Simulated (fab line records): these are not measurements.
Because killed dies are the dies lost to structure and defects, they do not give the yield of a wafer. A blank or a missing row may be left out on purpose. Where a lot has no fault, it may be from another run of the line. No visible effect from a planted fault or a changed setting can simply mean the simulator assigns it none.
Chamber matching | flow nand harc | rie diel-09 running NHARC_P_M2_ETCH_35: 4 sister chambers
The step etches the open film in N2/H2, target depth 40 nm, overetch 12 nm, time 43.94 s. 4 wafers are shown with their chamber, then 7 later ones without.

== WAFERS WITH THEIR CHAMBER ==
wafer  | chamber | rf vpp V (V)
L134.4 | 2       | 427.7
L133.4 | 0       | 427.1
L135.1 | 3       | 433.0
L135.3 | 1       | 433.1

== WAFERS WITH NO CHAMBER GIVEN ==
wafer  | rf vpp V (V)
L135.5 | 426.9
L136.1 | 426.7
L136.2 | 432.8
L136.6 | 432.9
L138.3 | 431.2
L138.5 | 431.2
L138.6 | 426.5

== EACH ONE'S CHAMBER ==
wafer  | from the rows above          | in truth
L135.5 | can't be placed: 0 or 2      | 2
L136.1 | can't be placed: 0 or 2      | 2
L136.2 | can't be placed: 3 or 1      | 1
L136.6 | can't be placed: 3 or 1      | 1
L138.3 | can't be placed: 3 or 1 or 2 | 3
L138.5 | can't be placed: 3 or 1 or 2 | 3
L138.6 | can't be placed: 0 or 2      | 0
Placed correctly: 0 of 7. Can't be placed from these rows: 7 (the true chamber is among the candidates in 7). Number placed wrongly: 0.
How it was worked out, from the rows above alone: a wafer's distance from a chamber is the root of the sum, over the readings, of the square of ((its reading less the chamber's mean) divided by the reading's scatter). The wafer belongs to the nearest chamber; if the next one is less than 2 further off, it can't be placed. The mean given for a chamber averages the wafers shown for that chamber. The scatter: with one shown wafer a chamber, the root of the mean of the squares of how far each hidden wafer lies from its nearest shown one.
